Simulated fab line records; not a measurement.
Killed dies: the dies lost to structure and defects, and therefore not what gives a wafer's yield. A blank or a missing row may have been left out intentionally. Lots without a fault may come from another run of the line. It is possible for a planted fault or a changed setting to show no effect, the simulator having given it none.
Which tool did it?    flow nandHarc    Sampling: 6 lots, 18 wafers, 5 of 1302 route steps

== WHAT EACH GAUGE READ, for each wafer ==
NHARC_END_SORT_01.
lot   measured      on         killedAtArray
L166  day 25 06:48  prober-01  71 60 64
L170  day 26 01:53  prober-02  32 32 35
L175  day 28 02:01  prober-02  59 51 69
L180  day 30 02:01  prober-02  672 674 674
L185  day 33 05:26  prober-02  67 88 87
L188  day 34 14:34  prober-01  58 63 45

== WHICH TOOL RAN EACH LOT (tool, then ch and the chambers of the sampled wafers, then the start) ==
lot   NHARC_A_STAIRCASE_ETCH_190                    NHARC_A_STAIRCASE_ETCH_197                    NHARC_A_STAIRCASE_ETCH_199         NHARC_A_STAIRCASE_STRIP_205
L166  rieDiel-02 ch 0,1,3, day 16 15:13 or earlier  rieDiel-02 ch 1,2,3, day 16 15:13 or earlier  rieDiel-02 ch 1,2,3, day 16 15:13  plasmaAsher-01 ch 0,1, day 16 16:20
L170  rieDiel-04 ch 0,2,3, day 17 19:21 or earlier  rieDiel-02 ch 0,2,3, day 17 19:21 or earlier  rieDiel-02 ch 0,1, day 17 19:21    plasmaAsher-01 ch 0,1, day 17 20:04
L175  rieDiel-02 ch 0,1,3, day 20 01:31 or earlier  rieDiel-02 ch 0,1,3, day 20 01:31 or earlier  rieDiel-02 ch 1,2,3, day 20 01:31  plasmaAsher-01 ch 0,1, day 20 02:08
L180  rieDiel-02 ch 1,2,3, day 21 23:15 or earlier  rieDiel-04 ch 1,2,3, day 21 23:15 or earlier  rieDiel-04 ch 0,1,3, day 21 23:15  plasmaAsher-01 ch 0,1, day 21 23:56
L185  rieDiel-04 ch 0,1, day 25 02:22 or earlier    rieDiel-04 ch 0,1,3, day 25 02:22 or earlier  rieDiel-04 ch 2,3, day 25 02:22    plasmaAsher-01 ch 0,1, day 25 03:02
L188  rieDiel-02 ch 0,1,3, day 25 20:33 or earlier  rieDiel-02 ch 0,2, day 25 20:33 or earlier    rieDiel-02 ch 2,3, day 25 20:33    plasmaAsher-01 ch 0,1, day 25 21:14
- NHARC_A_STAIRCASE_ETCH_190: etches the open film in C4F8/O2, target depth 100 nm, time 40.5 s.
- NHARC_A_STAIRCASE_ETCH_197: etches the open film in C4F8/O2, target depth 100 nm, time 40.5 s.
- NHARC_A_STAIRCASE_ETCH_199: etches the open film in C4F8/O2, target depth 100 nm, time 40.5 s.
- NHARC_A_STAIRCASE_STRIP_205: strips in O2.

== THE ANSWER, worked out from the rows above alone ==
Rule: what is usual is taken from the lots themselves. The widest of any qualifying gaps counts: lots, ordered by their means at a reading, are off when they make up no more than a third of the lots, leave a main group of 4 or more, and stand apart from it by 3 or more times the standard deviation of that group's means. Not used: any main group whose means are identical at the precision the tables above print for the reading. Also off: a lot with no number at a reading for which 4 or more lots have one. The other lots that the step has rows for count as sound.
Off, at NHARC_END_SORT_01 on killedAtArray: L180. For the main group the mean is 59 and the standard deviation 15.
A tool fits if, at a process step before that reading, it ran every lot that is off, and no sound lot after the first of them. Those tools and the gauges at NHARC_END_SORT_01 are tried in the same way. NHARC_A_STAIRCASE_ETCH_190: start missing for some lots; hours and lot order therefore follow NHARC_A_STAIRCASE_ETCH_199. NHARC_A_STAIRCASE_ETCH_197: start missing for some lots; hours and lot order therefore follow NHARC_A_STAIRCASE_ETCH_199. None of those tried fits.

== WHAT THE SIMULATOR HAD PUT IN ==
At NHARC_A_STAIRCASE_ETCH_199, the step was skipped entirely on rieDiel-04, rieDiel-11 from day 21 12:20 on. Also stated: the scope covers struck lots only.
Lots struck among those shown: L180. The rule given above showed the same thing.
